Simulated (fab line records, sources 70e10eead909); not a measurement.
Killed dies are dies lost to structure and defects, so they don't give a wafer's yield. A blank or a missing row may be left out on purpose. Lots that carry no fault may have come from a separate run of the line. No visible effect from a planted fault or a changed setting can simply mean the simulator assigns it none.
A lot that was struck, set against a sound lot / flow nand_harc / 17 out of 1302 route steps
Sound: these wafers, L864.3, L864.4, L864.6. Wafers struck: L875.2, L875.3, L875.4. The cause comes at the end.
At each step with rows: each side's tool, then ch and its chambers, then its first start. Under that, the readings that differ: sound wafers / struck wafers / difference of the means / sigmas: that difference in standard deviations of wafers without a fault.
alike: readings with means less than 2 such deviations apart, plus words and numbers identical on both sides. not compared: withheld readings, readings lacking a value on some wafer, bounds such as >300 that could conceal the same value, and numbers that have no deviation in the record and whose values overlap.
A row with sigmas, a row that says differs or no value, or rows on one side alone: a step with any of these is where the two part. Numbers that don't overlap but have no deviation are shown without sigmas and don't part them. A reading missing from all wafers of one side parts the sides only when that side holds two or more wafers.

NHARC_P_GATE_ALD_36: deposits SiNx, target thk 20 nm, pulse time 60 s, ald cycles 223.
  sound on ald_sin-03 ch 1,2,3, day 5 03:12; struck on ald_sin-01 ch 0,1,2, day 9 17:17
  alike: heater_power_outer_w, heater_power_w, precursor_pulse_height_rel
NHARC_P_GATE_ETCHBACK_37: etches the open film in CHF3/O2, target depth 34.5 nm, time 17.2 s.
  sound on rie_diel-10 ch 2,3; struck on rie_diel-12 ch 0,1,3
  alike: drypump_motor_current_A, oes_product_au, rf_vpp_V, showerhead_plenum_p_Torr, throttle_valve_pct
  not compared: rf_hours_counter_h
NHARC_P_GATE_STRIP_101: strips in O2, time 20 s.
  sound on rie_diel-10 ch 0,1,2, day 5 12:49; struck on rie_diel-12 ch 1,2,3, day 10 02:55
  alike: drypump_motor_current_A, oes_product_au, rf_vpp_V, showerhead_plenum_p_Torr, throttle_valve_pct
  not compared: rf_hours_counter_h
then, 9 steps without rows for these wafers: NHARC_P_GATE_PRECLEAN_97 (cleans in SPM, time 600 s); NHARC_P_GATE_SRD_98; NHARC_P_GATE_PRECLEAN_99 (cleans in SC1); NHARC_P_GATE_SRD_100; NHARC_P_GATE_DEHYDRATE_38 (time 120 s); NHARC_P_GATE_HMDS_39 (time 30 s); NHARC_P_GATE_COAT_40; NHARC_P_GATE_SOFTBAKE_41 (time 95 s); NHARC_P_GATE_EBR_42.
NHARC_P_GATE_EXPOSE_43: exposes mask P NSD, target cd 720 nm.
  sound on krf_scanner-02 ch 0, day 5 13:34; struck on krf_scanner-04 ch 0, day 10 03:34
reading=mask; sound=P_NSD#0 P_NSD#0 P_NSD#0; struck=P_PSD#0 P_PSD#0 P_PSD#0; difference=differs; sigmas=
then, 2 steps without rows for these wafers: NHARC_P_GATE_PEB_44 (peb time 85 s); NHARC_P_GATE_DEVELOP_45 (time 70 s).
NHARC_P_GATE_CD_MEAS_46: target cd 720 nm.
  sound on cd_sem-01 ch 0, day 5 13:44; struck on cd_sem-03 ch 0, day 10 03:43
reading=cd_nm (nm); sound=719.1 720.8 719.5; struck=- - -; difference=no value on the struck wafers; sigmas=
then, 1 step without rows for these wafers: NHARC_P_GATE_HARDBAKE_47 (time 80 s).

== WHERE THEY PART ==
At NHARC_P_GATE_EXPOSE_43 first; at NHARC_P_GATE_CD_MEAS_46 last (within this record only).

WHY: whatever the simulator had introduced
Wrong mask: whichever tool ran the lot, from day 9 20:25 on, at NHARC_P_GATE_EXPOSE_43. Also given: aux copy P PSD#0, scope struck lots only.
